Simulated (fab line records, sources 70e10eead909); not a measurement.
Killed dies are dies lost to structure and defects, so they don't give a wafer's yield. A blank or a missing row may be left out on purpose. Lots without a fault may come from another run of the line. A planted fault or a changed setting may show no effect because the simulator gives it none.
fab line records | flow nand_harc
record lots=24 wafers=72 last_day=25
route steps=1159 shown P_GATE@185 P_CONTACT@217 P_M0@267
lots that met no fault: from a run of the same line without faults
start_h: hours from the record's first day to the start of the lot's first wafer shown | wait_h: hours since the lot's step before | " the same as in the row above | L1.1+2: a row that stands for several wafers | - no value, or no start given | * or withheld: withheld | < > ~ a bound
route shown NAME@n: a module of which the file shows steps, and the number in the route of the first | usual: mean/standard deviation of fault-free wafers | same: alike in all rows | chamber/n: place in a boat | sites: the reading at each site | _std_site: their standard deviation | _edge_site: outer sites' mean less inner sites' | radius_mm: how far each site lies from the wafer's centre | mask NAME#n: copy n | behind: the tool/chamber that last shaped the wafer | hold: why the lot was held/for how many hours/how that ended | device: the transistor (n, p or np) that didn't switch | end of line: the same wafers' tests at the end of the route | a step without rows: its recipe alone | killed: dies lost to structure and defects at the first sort, not the wafer's yield | map: a wafer's dies, x killed, . not, _ none there
set.NAME: the setting as run; set.NAME@STEP: as run at that earlier step | model.NAME: the simulator's own value behind a step, which no gauge read
steps of the route over a sample of lots; a table a step, a row a wafer
services: from which hour (start_h, from the record's first day; less than 0 if before it) a tool's chamber was out of use, for how many hours, and why
## steps
# step NHARC_P_GATE_CD_MEAS_59
# recipe target_cd_nm=720 landing_energy_ev=500
# usual cd_nm=718.9/1.6
# columns lot.wafer tool chamber start_h wait_h cd_nm
L074.3 cd_sem-03 0 105.07 - 719.9
L074.4 " 0 " " 720.7
L074.5 " 0 " " 718.3
L076.2 cd_sem-01 0 111.57 - 720.4
L076.3 " 0 " " 717.3
L076.6 " 0 " " 719.8
L075.2 cd_sem-02 0 111.61 - 721.0
L075.4 " 0 " " 719.9
L075.5 " 0 " " 719.1
L077.1 cd_sem-02 0 120.18 - 716.6
L077.4 " 0 " " 719.5
L077.5 " 0 " " 718.7
L079.1 cd_sem-03 0 126.58 - 718.2
L079.4 " 0 " " 718.9
L079.5 " 0 " " 717.8
L078.1 cd_sem-03 0 127.12 - 721.8
L078.3 " 0 " " 722.5
L078.4 " 0 " " 723.4
L080.2 cd_sem-02 0 138.33 - 719.8
L080.5 " 0 " " 719.5
L080.6 " 0 " " 720.6
L081.2 cd_sem-01 0 148.80 - 717.7
L081.4 " 0 " " 718.1
L081.6 " 0 " " 718.7
L082.1 cd_sem-03 0 149.01 - 716.4
L082.2 " 0 " " 718.2
L082.6 " 0 " " 716.6
L083.3 cd_sem-02 0 160.33 - 719.2
L083.4 " 0 " " 719.0
L083.5 " 0 " " 717.6
L084.1 cd_sem-01 0 160.85 - 720.6
L084.3 " 0 " " 722.5
L084.4 " 0 " " 719.5
L087.2 cd_sem-01 0 179.57 - 719.4
L087.4 " 0 " " 717.8
L087.5 " 0 " " 718.8
L088.1 cd_sem-01 0 179.86 - 718.4
L088.3 " 0 " " 720.6
L088.6 " 0 " " 718.5
L086.2 cd_sem-02 0 180.19 - 718.4
L086.3 " 0 " " 716.9
L086.5 " 0 " " 717.7
L085.1 cd_sem-01 0 186.18 - 718.7
L085.2 " 0 " " 716.0
L085.3 " 0 " " 721.2
L089.3 cd_sem-03 0 196.43 - 720.8
L089.5 " 0 " " 721.4
L089.6 " 0 " " 720.6
L091.3 cd_sem-02 0 202.55 - 718.0
L091.4 " 0 " " 718.1
L091.5 " 0 " " 718.0
L090.1 cd_sem-02 0 203.25 - 717.1
L090.4 " 0 " " 719.1
L090.5 " 0 " " 716.1
L093.1 cd_sem-01 0 214.58 - 720.0
L093.3 " 0 " " 719.7
L093.5 " 0 " " 720.8
L092.3 cd_sem-01 0 214.76 - 718.5
L092.5 " 0 " " 718.5
L092.6 " 0 " " 719.0
L094.1 cd_sem-02 0 221.79 - 718.4
L094.3 " 0 " " 718.8
L094.6 " 0 " " 718.3
L097.1 cd_sem-02 0 236.40 - 718.3
L097.2 " 0 " " 717.6
L097.6 " 0 " " 713.7
L095.1 cd_sem-03 0 236.80 - 719.1
L095.3 " 0 " " 718.3
L095.5 " 0 " " 719.8
L096.2 cd_sem-02 0 244.83 - 716.3
L096.4 " 0 " " 717.7
L096.5 " 0 " " 719.6
# step NHARC_P_GATE_DESCUM_61
# recipe time_s=3 o2_flow_sccm=200 ar_flow_sccm=0 bias_power_w=0 chemistry=O2
# usual drypump_motor_current_A=5.8/0.42 o2_flow_sccm=199.9/0.61 oes_product_au=1.000/0.012 rf_vpp_V=57.7/0.93 showerhead_plenum_p_Torr=1.91/0.088 throttle_valve_pct=11.311/0.0092
# columns lot.wafer tool chamber start_h wait_h drypump_motor_current_A o2_flow_sccm oes_product_au rf_hours_counter_h rf_vpp_V showerhead_plenum_p_Torr throttle_valve_pct
L074.4 rie_diel-08 0 105.24 - 6.3 199.9 1.019 29 57.5 1.86 11.293
L074.3 " 3 " " 6.2 200.1 0.988 28 57.6 1.84 11.302
L074.5 " 0 " " 6.3 200.1 1.011 - 59.1 1.86 11.314
L076.2 rie_diel-04 1 111.74 - 5.5 200.1 1.002 53 56.8 1.91 11.306
L076.3 " 2 " " 5.6 199.9 1.017 60 54.9 1.77 11.300
L076.6 " 1 " " 5.5 199.7 1.001 - 57.6 1.91 11.303
L075.4 rie_diel-06 1 111.76 - 6.2 200.7 1.012 11 56.7 1.82 11.318
L075.2 " 0 " " 5.6 199.8 0.997 11 56.5 1.80 11.307
L075.5 " 2 " " 5.7 200.0 1.000 - 56.7 1.82 11.320
L077.1 rie_diel-06 3 120.35 - 5.8 199.1 1.021 19 59.3 2.00 11.318
L077.4 " 0 " " 5.6 200.4 1.003 16 57.4 1.80 11.316
L077.5 " 3 " " 5.8 200.2 1.017 - 58.0 2.00 11.300
L079.4 rie_diel-04 1 126.74 - 5.5 199.9 1.003 2 56.2 1.91 11.308
L079.1 " 3 " " 6.0 200.1 0.995 2 58.8 2.00 11.320
L079.5 " 2 " " 5.6 199.7 0.999 - 57.7 2.08 11.313
L078.4 rie_diel-06 2 127.28 - 5.7 199.1 0.989 20 57.4 1.82 11.327
L078.1 " 3 " " 5.7 200.7 1.019 20 58.4 2.00 11.314
L078.3 " 0 " " 5.6 200.8 0.994 17 56.9 1.80 11.317
L080.2 rie_diel-04 3 138.54 - 6.0 199.5 0.977 8 57.9 2.00 11.306
L080.5 " 0 " " 5.7 200.3 1.018 - 57.3 1.99 11.298
L080.6 " 1 " " 5.5 200.0 1.005 - 57.7 1.90 11.304
L081.4 rie_diel-06 2 148.98 - 5.7 199.9 0.995 26 56.2 1.82 11.313
L081.2 " 3 " " 5.7 199.1 1.016 27 56.2 2.00 11.305
L081.6 " 1 " " 6.2 200.1 1.020 - 57.6 1.81 11.324
L082.1 rie_diel-06 2 149.18 - 5.7 200.1 1.002 26 57.1 1.82 11.308
L082.2 " 0 " " 5.6 200.1 1.015 26 56.4 1.80 11.314
L082.6 " 2 " " 5.7 200.1 1.007 - 58.0 1.82 11.301
L083.4 rie_diel-08 1 160.48 - 6.1 200.3 0.976 4 57.7 1.88 11.311
L083.3 " 3 " " 6.2 198.3 0.986 4 57.3 1.83 11.306
L083.5 " 1 " " 6.1 200.5 0.977 - 58.3 1.88 11.328
L084.1 rie_diel-08 2 161.01 - 4.9 199.4 0.996 4 59.1 2.04 11.304
L084.4 " 3 " " 6.2 200.0 0.996 4 56.9 1.83 11.324
L084.3 " 1 " " 6.1 199.6 0.985 4 57.6 1.88 11.308
L087.4 rie_diel-08 1 179.75 - 6.2 199.4 0.990 11 57.7 1.88 11.309
L087.2 " 2 " " 4.9 199.2 0.993 10 59.1 2.04 11.306
L087.5 " 3 " " 6.2 199.5 1.003 - 58.3 1.83 11.316
L088.3 rie_diel-08 3 180.05 - 6.2 200.9 0.994 9 57.3 1.83 11.308
L088.1 " 0 " " 6.3 199.4 1.014 10 57.5 1.86 11.310
L088.6 " 2 " " 4.9 199.4 0.993 - 57.9 2.04 11.300
L086.2 rie_diel-08 1 180.35 - 6.1 200.0 0.995 11 57.6 1.88 11.292
L086.3 " 2 " " 4.9 200.0 0.999 10 57.6 2.04 11.289
L086.5 " 2 " " 4.9 200.2 0.993 - 58.0 2.04 11.308
L085.1 rie_diel-08 0 186.34 - 6.3 200.0 1.011 10 58.5 1.85 11.309
L085.3 " 1 " " 6.1 200.6 0.991 11 57.6 1.88 11.315
L085.2 " 2 " " 4.9 200.6 1.004 11 58.1 2.04 11.312
L089.3 rie_diel-04 0 196.62 - 5.7 200.3 1.005 28 58.0 1.98 11.301
L089.5 " 1 " " 5.5 200.0 1.003 - 56.5 1.90 11.289
L089.6 " 2 " " 5.6 199.8 1.006 - 58.1 2.07 11.310
L091.4 rie_diel-08 1 202.73 - 6.1 199.5 0.981 15 57.9 1.88 11.318
L091.3 " 2 " " 4.9 199.3 1.003 14 58.9 2.04 11.318
L091.5 " 0 " " 6.3 199.0 1.011 - 58.5 1.85 11.313
L090.4 rie_diel-04 3 203.42 - 6.0 199.2 0.987 32 57.3 1.99 11.326
L090.1 " 1 " " 5.5 201.0 1.003 30 57.6 1.90 11.320
L090.5 " 2 " " 5.6 200.3 1.006 - 58.1 2.07 11.311
L093.1 rie_diel-08 1 214.80 - 6.1 199.3 0.985 18 59.0 1.88 11.304
L093.3 " 3 " " 6.2 200.6 1.000 16 57.5 1.83 11.312
L093.5 " 1 " " 6.2 199.4 0.977 - 59.1 1.88 11.300
L092.3 rie_diel-08 0 214.91 - 6.3 200.4 1.007 17 57.9 1.85 11.313
L092.6 " 0 " " 6.3 200.1 1.005 - 58.1 1.85 11.322
L092.5 " 1 " " 6.1 199.3 0.976 - 57.0 1.88 11.310
L094.1 rie_diel-08 2 221.97 - 4.9 201.4 0.991 19 57.3 2.04 11.309
L094.3 " 3 " " 6.2 200.0 1.002 17 57.1 1.83 11.330
L094.6 " 0 " " 6.3 200.9 1.005 - 57.5 1.85 11.325
L097.2 rie_diel-04 2 236.59 - 5.6 200.5 1.001 46 59.0 2.06 11.315
L097.1 " 0 " " 5.7 200.2 1.014 42 57.5 1.97 11.301
L097.6 " 2 " " 5.6 201.6 0.996 - 58.8 2.06 11.310
L095.3 rie_diel-04 1 236.95 - 5.5 200.7 0.987 44 56.9 1.89 11.318
L095.1 " 2 " " 5.6 199.7 0.991 46 60.1 2.06 11.323
L095.5 " 1 " " 5.5 200.0 0.992 - 56.1 1.89 11.296
L096.2 rie_diel-08 1 245.00 - 6.2 200.2 0.983 22 57.1 1.87 11.317
L096.4 " 3 " " 6.2 200.3 1.000 20 57.9 1.83 11.320
L096.5 " 0 " " 6.3 200.8 1.009 - 57.6 1.85 11.298
# step NHARC_P_GATE_RTA_80
# recipe temp_c=300 time_s=30
# usual anneal_temp_c_max=301.8/0.34 lamp_power_pct=2.23/0.21 wafer_temp_C_max=301.0/0.41
# columns lot.wafer tool chamber start_h wait_h anneal_temp_c_max lamp_power_pct wafer_temp_C_max
L074.3 rtp_anneal-01 0 109.75 - 301.9 2.02 301.3
L074.4 " 0 " " 301.5 2.02 301.4
L074.5 " 0 " " 302.2 2.02 300.9
L076.2 rtp_anneal-02 0 115.90 - 302.3 2.43 301.1
L076.3 " 0 " " 301.8 2.43 300.5
L076.6 " 0 " " 301.5 2.43 300.6
L075.2 rtp_anneal-02 0 116.15 - 302.0 2.44 301.1
L075.4 " 0 " " 301.7 2.44 301.0
L075.5 " 0 " " 302.4 2.43 300.7
L077.1 rtp_anneal-01 0 124.18 - 301.8 2.02 302.2
L077.4 " 0 " " 301.0 2.02 301.5
L077.5 " 0 " " 301.6 2.02 301.2
L079.1 rtp_anneal-01 0 130.74 - 301.7 2.02 301.4
L079.4 " 0 " " 301.9 2.02 301.4
L079.5 " 0 " " 301.9 2.02 301.6
L078.1 rtp_anneal-02 0 131.31 - 301.7 2.44 300.6
L078.3 " 0 " " 302.0 2.44 300.6
L078.4 " 0 " " 301.6 2.44 301.3
L080.2 rtp_anneal-02 0 142.85 - 301.7 2.43 301.4
L080.5 " 0 " " 301.7 2.43 300.7
L080.6 " 0 " " 302.1 2.43 301.0
L081.2 rtp_anneal-01 0 152.94 - 301.7 2.02 301.6
L081.4 " 0 " " 301.4 2.02 300.9
L081.6 " 0 " " 301.7 2.02 301.4
L082.1 rtp_anneal-02 0 153.17 - 301.7 2.43 301.0
L082.2 " 0 " " 301.9 2.43 300.8
L082.6 " 0 " " 301.8 2.43 300.8
L083.3 rtp_anneal-01 0 164.43 - 302.0 2.03 301.2
L083.4 " 0 " " 301.7 2.02 301.7
L083.5 " 0 " " 301.6 2.03 301.2
L084.1 rtp_anneal-01 0 165.25 - 301.8 2.02 301.7
L084.3 " 0 " " 301.3 2.02 301.4
L084.4 " 0 " " 301.0 2.02 301.1
L087.2 rtp_anneal-01 0 183.72 - 301.8 2.02 301.3
L087.4 " 0 " " 301.9 2.02 300.6
L087.5 " 0 " " 301.3 2.02 301.1
L088.1 rtp_anneal-02 0 184.12 - 302.5 2.43 300.6
L088.3 " 0 " " 301.8 2.43 300.7
L088.6 " 0 " " 302.1 2.43 300.5
L086.2 rtp_anneal-01 0 184.94 - 302.2 2.02 301.1
L086.3 " 0 " " 302.1 2.02 301.7
L086.5 " 0 " " 301.3 2.02 301.4
L085.1 rtp_anneal-01 0 190.31 - 301.5 2.02 301.2
L085.2 " 0 " " 301.8 2.02 301.5
L085.3 " 0 " " 302.1 2.02 301.8
L089.3 rtp_anneal-02 0 200.69 - 301.3 2.44 300.7
L089.5 " 0 " " 302.1 2.44 300.6
L089.6 " 0 " " 301.9 2.44 300.7
L091.3 rtp_anneal-01 0 206.74 - 301.5 2.02 301.7
L091.4 " 0 " " 301.3 2.02 301.7
L091.5 " 0 " " 301.1 2.02 300.8
L090.1 rtp_anneal-02 0 207.43 - 301.5 2.44 300.9
L090.4 " 0 " " 302.0 2.44 300.9
L090.5 " 0 " " 302.1 2.43 300.9
L093.1 rtp_anneal-02 0 218.67 - 301.3 2.43 300.9
L093.3 " 0 " " 302.1 2.43 301.1
L093.5 " 0 " " 301.5 2.43 300.6
L092.3 rtp_anneal-02 0 218.98 - 301.8 2.43 301.0
L092.5 " 0 " " 301.6 2.43 300.7
L092.6 " 0 " " 301.9 2.43 300.7
L094.1 rtp_anneal-02 0 226.15 - 301.9 2.43 300.9
L094.3 " 0 " " 302.5 2.44 300.6
L094.6 " 0 " " 302.0 2.44 300.8
L097.1 rtp_anneal-02 0 240.56 - 302.2 2.43 300.6
L097.2 " 0 " " 301.6 2.43 300.1
L097.6 " 0 " " 302.2 2.44 300.6
L095.1 rtp_anneal-01 0 241.36 - 301.9 2.03 301.4
L095.3 " 0 " " 301.8 2.02 301.1
L095.5 " 0 " " 301.1 2.02 301.4
L096.2 rtp_anneal-01 0 249.21 - 301.2 2.02 301.5
L096.4 " 0 " " 301.2 2.02 301.4
L096.5 " 0 " " 301.9 2.02 301.2
# step NHARC_P_CONTACT_DEP_30
# recipe target_thk_a=300 temp_c=400 target_thk_nm=30 flow_sccm=200 rf_w=450 material=SiNx
# usual heater_power_w=733/100
# columns lot.wafer tool chamber start_h wait_h heater_power_w
L074.3 pecvd-04 2 110.71 0.1 733
L074.4 " 1 " " 561
L074.5 " 2 " " 737
L076.3 pecvd-04 2 116.59 0.1 706
L076.2 " 0 " " 776
L076.6 " 1 " " 645
L075.2 pecvd-02 2 117.82 1.0 838
L075.5 " 2 " " 858
L075.4 " 1 " " 656
L077.1 pecvd-04 1 124.97 0.1 536
L077.5 " 0 " " 706
L077.4 " 1 " " 558
L079.1 pecvd-02 1 131.46 0.1 601
L079.4 " 1 " " 601
L079.5 " 0 " " 802
L078.1 pecvd-04 0 132.05 0.1 778
L078.3 " 2 " " 638
L078.4 " 1 " " 637
L080.2 pecvd-04 2 143.59 0.1 665
L080.6 " 1 " " 574
L080.5 " 2 " " 669
L081.2 pecvd-03 2 153.72 0.1 789
L081.4 " 0 " " 665
L081.6 " 1 " " 843
L082.2 pecvd-03 0 154.17 0.3 662
L082.1 " 1 " " 793
L082.6 " 1 " " 804
L083.3 pecvd-04 2 165.18 0.1 677
L083.4 " 1 " " 663
L083.5 " 2 " " 683
L084.3 pecvd-03 0 165.97 0.1 652
L084.1 " 1 " " 801
L084.4 " 1 " " 808
L087.2 pecvd-02 1 184.42 0.1 592
L087.5 " 1 " " 582
L087.4 " 2 " " 831
L088.3 pecvd-02 0 184.91 0.1 946
L088.1 " 1 " " 568
L088.6 " 1 " " 574
L086.3 pecvd-02 2 185.63 0.1 777
L086.2 " 1 " " 581
L086.5 " 0 " " 937
L085.2 pecvd-03 1 191.03 0.1 822
L085.3 " 2 " " 767
L085.1 " 0 " " 660
L089.3 pecvd-03 1 201.53 0.2 835
L089.6 " 0 " " 698
L089.5 " 1 " " 810
L091.3 pecvd-03 2 207.49 0.1 777
L091.5 " 1 " " 826
L091.4 " 2 " " 761
L090.1 pecvd-02 0 208.15 0.1 832
L090.5 " 0 " " 849
L090.4 " 1 " " 626
L093.3 pecvd-04 0 219.44 0.1 716
L093.1 " 1 " " 648
L093.5 " 1 " " 645
L092.3 pecvd-03 2 219.64 0.1 779
L092.6 " 2 " " 785
L092.5 " 1 " " 824
L094.1 pecvd-02 1 227.67 0.8 561
L094.3 " 2 " " 790
L094.6 " 2 " " 778
L097.2 pecvd-03 2 241.28 0.1 780
L097.1 " 0 " " 684
L097.6 " 1 " " 772
L095.1 pecvd-03 1 242.12 0.1 710
L095.3 " 2 " " 722
L095.5 " 2 " " 721
L096.2 pecvd-02 1 249.98 0.1 622
L096.5 " 2 " " 828
L096.4 " 0 " " 821
# step NHARC_P_M0_ETCH_34
# recipe target_depth_a=400 overetch_a=120 time_s=43.94 ion_energy_ev=200 n2_flow_sccm=150 h2_flow_sccm=150 ar_flow_sccm=0 rf_w=400 bias_w=150 chemistry=N2/H2
# usual drypump_motor_current_A=5.5/0.56 oes_product_au=0.997/0.011 rf_vpp_V=430.0/2.5 showerhead_plenum_p_Torr=2.02/0.082 throttle_valve_pct=14.170/0.0088
# columns lot.wafer tool chamber start_h wait_h drypump_motor_current_A oes_product_au rf_hours_counter_h rf_vpp_V showerhead_plenum_p_Torr throttle_valve_pct
L074.4 rie_diel-07 1 121.95 0.1 5.7 0.989 3.9 426.8 1.91 14.163
L074.3 " 3 " " 6.7 1.009 3.7 426.4 1.94 14.176
L074.5 " 1 " " 5.7 0.991 - 427.3 1.91 14.167
L076.2 rie_diel-11 3 127.84 0.1 5.4 0.983 6.4 427.9 1.99 14.160
L076.3 " 0 " " 5.4 1.002 6.3 426.4 1.93 14.198
L076.6 " 2 " " 5.9 1.010 - 433.6 2.11 14.171
L075.2 rie_diel-11 3 128.54 0.1 5.4 0.989 6.4 429.0 1.99 14.166
L075.4 " 1 " " 4.8 0.992 6.7 434.1 2.17 14.180
L075.5 " 0 " " 5.4 1.011 - 427.0 1.93 14.154
L077.1 rie_diel-01 3 132.77 0.1 5.3 0.997 8.4 426.0 1.91 14.179
L077.4 " 2 " " 5.7 0.990 7.4 431.3 2.05 14.183
L077.5 " 3 " " 5.3 0.999 - 426.3 1.91 14.168
L079.4 rie_diel-11 1 137.52 0.1 4.7 1.000 7.2 432.6 2.17 14.177
L079.1 " 0 " " 5.5 0.999 7.1 427.5 1.93 14.155
L079.5 " 2 " " 5.9 1.009 - 433.0 2.11 14.171
L078.3 rie_diel-11 1 140.92 0.1 4.7 0.985 7.4 432.9 2.17 14.175
L078.4 " 2 " " 5.9 1.011 7.5 433.6 2.11 14.177
L078.1 " 0 " " 5.4 1.000 7.2 427.4 1.93 14.155
L080.2 rie_diel-01 1 152.92 0.1 4.8 0.980 0.3 430.4 2.04 14.179
L080.5 " 0 " " 5.0 0.982 - 431.7 2.06 14.175
L080.6 " 1 " " 4.8 0.985 - 430.8 2.04 14.175
L081.4 rie_diel-11 3 161.42 0.1 5.4 0.984 9.1 430.0 1.99 14.163
L081.2 " 1 " " 4.8 0.985 9.1 433.6 2.17 14.179
L081.6 " 0 " " 5.5 0.995 - 428.5 1.93 14.169
L082.2 rie_diel-01 0 167.29 0.1 5.0 0.993 1.7 432.0 2.06 14.164
L082.1 " 2 " " 5.7 0.999 1.7 430.8 2.04 14.166
L082.6 " 1 " " 4.8 0.985 - 431.4 2.04 14.168
L083.4 rie_diel-07 3 170.96 0.1 6.6 1.007 6.7 427.6 1.94 14.172
L083.3 " 0 " " 5.3 1.009 7.0 432.0 2.10 14.170
L083.5 " 3 " " 6.6 1.006 - 427.2 1.94 14.161
L084.3 rie_diel-01 3 171.85 0.1 5.3 1.002 2.4 425.5 1.91 14.173
L084.4 " 0 " " 4.9 0.979 2.4 432.6 2.06 14.184
L084.1 " 1 " " 4.8 0.976 2.0 430.8 2.03 14.167
L087.4 rie_diel-01 0 190.72 0.1 5.0 0.987 3.1 432.1 2.06 14.172
L087.2 " 1 " " 4.8 0.973 2.9 431.1 2.03 14.193
L087.5 " 3 " " 5.3 1.002 - 427.5 1.91 14.172
L088.3 rie_diel-01 2 191.23 0.1 5.7 0.994 3.1 428.7 2.04 14.158
L088.1 " 0 " " 4.9 0.988 3.1 430.5 2.06 14.175
L088.6 " 1 " " 4.8 0.963 - 430.6 2.03 14.172
L086.3 rie_diel-01 0 193.36 0.1 4.9 1.004 3.5 430.8 2.06 14.166
L086.2 " 1 " " 4.8 0.968 3.5 430.0 2.03 14.179
L086.5 " 3 " " 5.3 1.010 - 426.0 1.91 14.157
L085.1 rie_diel-11 3 203.77 0.1 5.4 1.002 0.3 429.1 1.99 14.160
L085.3 " 0 " " 5.5 1.012 0.3 426.3 1.93 14.175
L085.2 " 1 " " 4.8 0.996 0.2 433.0 2.17 14.170
L089.3 rie_diel-01 1 211.62 0.1 4.8 0.972 3.8 429.9 2.03 14.171
L089.6 " 0 " " 4.9 0.997 - 431.0 2.06 14.177
L089.5 " 1 " " 4.8 0.979 - 430.0 2.03 14.182
L091.3 rie_diel-07 2 215.14 0.1 6.5 0.998 10.0 429.7 2.01 14.151
L091.4 " 0 " " 5.4 0.999 9.9 432.6 2.10 14.165
L091.5 " 3 " " 6.6 1.012 - 426.1 1.94 14.166
L090.4 rie_diel-11 2 215.63 0.1 5.9 1.007 1.4 431.8 2.11 14.168
L090.1 " 0 " " 5.5 1.023 0.9 425.4 1.93 14.170
L090.5 " 2 " " 5.9 1.009 - 434.0 2.11 14.173
L093.3 rie_diel-11 2 227.64 0.1 5.9 1.028 2.1 430.8 2.11 14.157
L093.1 " 3 " " 5.4 0.998 1.6 430.4 1.99 14.176
L093.5 " 2 " " 5.9 1.014 - 433.4 2.11 14.182
L092.3 rie_diel-01 3 232.56 0.1 5.3 1.003 5.9 426.3 1.91 14.169
L092.6 " 2 " " 5.7 1.006 - 429.0 2.04 14.186
L092.5 " 3 " " 5.3 1.002 - 426.9 1.91 14.157
L094.1 rie_diel-07 0 237.43 0.1 5.4 1.005 0.0 431.2 2.10 14.187
L094.3 " 2 " " 6.6 1.001 0.0 428.8 2.01 14.148
L094.6 " 0 " " 5.4 1.005 - 431.8 2.10 14.170
L097.2 rie_diel-07 1 250.90 0.1 5.7 0.989 1.2 426.5 1.90 14.158
L097.1 " 3 " " 6.6 1.009 1.1 428.3 1.94 14.170
L097.6 " 0 " " 5.3 1.007 - 432.5 2.10 14.179
L095.1 rie_diel-07 2 251.57 0.1 6.5 1.003 1.0 429.9 2.01 14.174
L095.3 " 0 " " 5.4 1.007 1.4 433.0 2.10 14.172
L095.5 " 1 " " 5.7 0.998 - 426.1 1.90 14.167
L096.2 rie_diel-11 1 257.66 0.1 4.8 0.998 4.0 434.9 2.17 14.164
L096.4 " 3 " " 5.4 1.011 3.7 428.1 1.99 14.163
L096.5 " 0 " " 5.4 1.006 - 425.9 1.93 14.173
# step NHARC_P_M0_CMP_23
# recipe t_overpolish_s=20 target_thk_nm=117.53
# usual motor_current_A=11.9/1.1 retaining_ring_pressure_frac=1.001/0.0048 time_to_endpoint_s=29.1/2.7
# columns lot.wafer tool chamber start_h wait_h motor_current_A retaining_ring_pressure_frac time_to_endpoint_s
L074.4 cmp-03 1 123.87 - 11.7 0.996 32.1
L074.3 " 3 " " 13.6 1.003 31.9
L074.5 " 1 " " 12.2 1.001 29.8
L076.2 cmp-03 3 129.76 - 13.8 1.000 31.1
L076.3 " 0 " " 12.6 0.998 28.6
L076.6 " 3 " " 13.6 1.005 32.2
L075.2 cmp-01 3 130.51 - 12.4 1.002 27.1
L075.4 " 1 " " 9.5 0.995 29.1
L075.5 " 2 " " 12.5 1.002 26.6
L077.1 cmp-01 0 134.76 - 11.4 1.011 30.2
L077.4 " 1 " " 9.5 0.993 27.3
L077.5 " 3 " " 12.5 1.005 25.4
L079.1 cmp-03 1 139.52 - 11.5 1.000 35.0
L079.4 " 2 " " 12.4 0.990 33.9
L079.5 " 3 " " 13.7 0.999 32.0
L078.3 cmp-01 0 142.86 - 10.9 0.996 25.4
L078.1 " 1 " " 10.1 0.993 26.3
L078.4 " 3 " " 12.4 1.005 26.4
L080.2 cmp-04 2 154.90 - 11.9 1.003 26.2
L080.5 " 1 " " 10.6 1.003 30.0
L080.6 " 2 " " 12.5 0.997 27.1
L081.2 cmp-03 2 163.66 - 11.7 0.998 29.9
L081.4 " 3 " " 13.9 0.996 33.6
L081.6 " 0 " " 12.4 1.014 29.1
L082.2 cmp-03 1 169.19 - 11.6 0.992 28.8
L082.1 " 3 " " 13.5 1.005 26.6
L082.6 " 2 " " 11.4 1.005 28.6
L083.3 cmp-01 3 172.90 - 12.6 1.004 30.7
L083.4 " 1 " " 9.3 0.996 29.4
L083.5 " 2 " " 13.0 0.998 27.8
L084.3 cmp-04 3 173.82 - 11.3 0.998 26.0
L084.4 " 0 " " 14.7 0.999 24.8
L084.1 " 1 " " 10.8 1.001 23.2
L087.4 cmp-04 0 192.71 - 13.4 1.011 27.0
L087.2 " 1 " " 10.6 0.999 26.0
L087.5 " 3 " " 10.8 1.006 31.2
L088.1 cmp-01 0 193.19 - 11.3 1.006 29.6
L088.3 " 2 " " 11.8 1.002 26.6
L088.6 " 0 " " 11.5 1.003 26.0
L086.2 cmp-04 2 195.30 - 12.1 1.005 27.2
L086.3 " 0 " " 13.9 1.003 27.0
L086.5 " 1 " " 10.2 1.004 27.7
L085.1 cmp-03 2 205.77 - 11.5 0.998 29.7
L085.3 " 3 " " 13.8 1.003 30.1
L085.2 " 1 " " 11.9 1.000 28.9
L089.3 cmp-03 3 213.56 - 13.5 0.996 28.4
L089.5 " 2 " " 11.4 1.002 29.5
L089.6 " 3 " " 12.8 1.004 27.6
L091.3 cmp-04 1 217.11 - 10.7 0.993 33.1
L091.4 " 2 " " 12.6 0.998 31.2
L091.5 " 3 " " 11.4 1.004 35.5
L090.4 cmp-01 3 217.89 - 12.3 1.005 26.1
L090.1 " 1 " " 9.8 0.998 28.1
L090.5 " 0 " " 11.8 1.005 26.5
L093.3 cmp-04 2 229.58 - 12.2 1.001 30.6
L093.1 " 3 " " 11.1 1.004 33.2
L093.5 " 2 " " 12.1 1.012 31.7
L092.3 cmp-04 0 235.05 - 14.0 1.002 28.1
L092.5 " 1 " " 10.8 1.001 29.8
L092.6 " 2 " " 12.5 0.998 32.0
L094.3 cmp-04 0 239.34 - 13.1 0.999 29.7
L094.1 " 1 " " 10.8 0.999 31.8
L094.6 " 0 " " 13.7 0.999 27.9
L097.1 cmp-04 1 252.82 - 10.2 1.001 31.4
L097.2 " 2 " " 12.4 1.001 29.4
L097.6 " 1 " " 10.4 0.998 31.9
L095.3 cmp-01 1 253.55 - 9.9 0.999 30.0
L095.1 " 2 " " 12.7 0.997 29.1
L095.5 " 0 " " 11.5 1.003 30.7
L096.4 cmp-04 3 259.68 - 11.1 1.005 31.6
L096.2 " 0 " " 13.5 1.000 27.7
L096.5 " 3 " " 11.1 1.003 30.2
## services
# columns tool chamber start_h hours kind
cmp-01 - 81.50 4.0 pm
cmp-01 - 87.54 2.2 repair
cmp-01 - 96.59 0.9 repair
cmp-04 - 98.62 3.1 repair
cmp-04 - 106.74 4.0 pm
pecvd-03 - 111.13 13.0 pm
rie_diel-04 - 111.97 9.0 pm
rie_diel-01 3 112.79 4.5 repair
rie_diel-08 - 124.86 9.0 pm
cmp-04 - 133.41 0.9 repair
rie_diel-01 - 137.80 9.0 pm
pecvd-02 - 153.00 13.0 pm
pecvd-03 0 169.67 9.2 repair
rie_diel-01 3 178.96 5.8 repair
rie_diel-11 - 189.50 9.0 pm
cmp-04 - 204.64 1.0 repair
rie_diel-11 - 215.80 2.6 repair
rie_diel-01 1 216.16 4.7 repair
rie_diel-08 0 222.34 17.2 repair
pecvd-03 0 226.21 5.2 repair
rie_diel-08 - 227.69 1.1 repair
rie_diel-08 - 240.22 1.5 repair
rie_diel-08 - 254.84 0.5 repair
rie_diel-01 0 257.59 2.3 repair
## key
fault none
